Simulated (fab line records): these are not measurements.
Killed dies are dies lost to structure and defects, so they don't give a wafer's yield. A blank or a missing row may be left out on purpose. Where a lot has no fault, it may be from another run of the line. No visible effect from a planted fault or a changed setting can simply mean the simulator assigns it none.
Chamber matching ; flow n5 finfet ; N5_FIN_SAQP_MANDREL_ETCH_58 on rie si-02: 4 sister chambers
The step etches a-Si in HBr/Cl2, stops on SiNx, target depth 45 nm, bt time 10 s, time 27 s. 8 wafers are shown with their chamber, then 8 later ones without.

EACH WAFER AND ITS CHAMBER
wafer;chamber;drypump motor current A (A);throttle valve pct (%)
L080.2;2;6.0;35.25
L080.4;1;6.3;35.62
L083.1;3;5.0;35.44
L083.3;2;6.1;35.26
L086.2;3;5.0;35.44
L086.4;0;5.8;35.76
L086.6;1;6.3;35.63
L090.2;0;5.8;35.77

WAFERS WITHOUT THEIR CHAMBER
wafer;drypump motor current A (A);throttle valve pct (%)
L090.3;6.1;35.26
L090.4;5.0;35.44
L092.1;5.8;35.75
L092.2;6.3;35.63
L092.5;5.8;35.77
L097.1;6.3;35.65
L097.3;6.1;35.25
L097.5;6.1;35.25

CHAMBER TAKEN BY EACH
wafer;from the rows above;in truth
L090.3;2;2
L090.4;3;3
L092.1;0;0
L092.2;1;1
L092.5;0;0
L097.1;1;1
L097.3;2;2
L097.5;2;2
Placed correctly: 8 of 8. Can't be placed from these rows: 0. Placed wrongly: 0.
How it was worked out, from the rows above alone: a wafer's distance from a chamber is the root of the sum, over the readings, of the square of ((its reading less the chamber's mean) divided by the reading's scatter). If the next closest chamber is less than 2 further off than the closest, the wafer can't be placed; otherwise it belongs to the closest. The mean given for a chamber averages the wafers shown for that chamber. The scatter: the root of (the sum of the squares of (reading less its chamber's mean) over the shown wafers, divided by (wafers less chambers)).
